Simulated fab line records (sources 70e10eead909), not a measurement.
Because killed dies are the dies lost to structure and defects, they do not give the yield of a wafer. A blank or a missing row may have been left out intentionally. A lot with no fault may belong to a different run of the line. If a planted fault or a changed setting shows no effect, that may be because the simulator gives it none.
Commonality check across tools | flow nandHarc | 1 lot, 3 wafers sampled

== REASON FOR OPENING ==
At NHARC_END_SORT_01 the reading killedAtPeriphery is flagged on 1 of 1 lot. Wafers without a fault read 4.1, standard deviation 2.7.
Rule: a lot is flagged in two cases, either no wafer of it has a number, or all its wafers with numbers fall more than 4 standard deviations from that mean. The other lots count as sound.

lot  | measured     | on        | killedAtPeriphery, wafer by wafer | flag
L836 | day 31 13:25 | prober-01 | 617 585 605                       | FLAGGED
On average the flagged lots read 602.3, which is +598.2 against the usual, or +99 or more standard deviations.

== LOT BY LOT: THE TOOL USED ==
The record holds 3 process steps before the reading, out of a route of 1302 steps. In each cell: the tool, then ch and the chambers that the sampled wafers went through, then the start.
lot  | flag    | NHARC_P_STI_HM_DEP_30      | NHARC_THIN_TSV_ETCH_15 | NHARC_THIN_TSV_DESCUM_35
L836 | FLAGGED | lpcvd-01 ch 0, day 9 08:29 | no row                 | no row
What is done by these steps:
- NHARC_P_STI_HM_DEP_30: deposits Si3N4, target thk 80 nm, time 873 s.
- NHARC_THIN_TSV_ETCH_15: target depth 3000 nm, bosch target overetch cycles 2, bosch etch step 2.8 s.
- NHARC_THIN_TSV_DESCUM_35: chemistry O2, time 3 s.
- NHARC_END_SORT_01

== FLAGGED AGAINST TOTAL, ONE TOOL AT A TIME (gauges that did the reading follow at the end) ==
step                  | tool      | lots run | flagged | share of the flagged lots | sound lots run after its first flagged lot
NHARC_P_STI_HM_DEP_30 | lpcvd-01  | 1        | 1       | all                       | 0
NHARC_END_SORT_01     | prober-01 | 1        | 1       | all                       | 0

== WHAT THE TABLE PERMITS ==
Table rows that saw every flagged lot: 2, namely lpcvd-01 at NHARC_P_STI_HM_DEP_30 and prober-01 at NHARC_END_SORT_01.
- lpcvd-01 at NHARC_P_STI_HM_DEP_30: 1 of its 1 lot flagged. The start can't be narrowed down: in this sample, it ran no sound lot prior to its first flagged lot.
- prober-01 at NHARC_END_SORT_01: 1 of its 1 lot flagged. The start can't be narrowed down: in this sample, it ran no sound lot prior to its first flagged lot.
Because each of these 2 tools fits a fault that began at some hour, counting lots does not separate them. More lots, or a look at what each step does to the wafer, might.

== WHAT THE SIMULATOR HAD INSERTED ==
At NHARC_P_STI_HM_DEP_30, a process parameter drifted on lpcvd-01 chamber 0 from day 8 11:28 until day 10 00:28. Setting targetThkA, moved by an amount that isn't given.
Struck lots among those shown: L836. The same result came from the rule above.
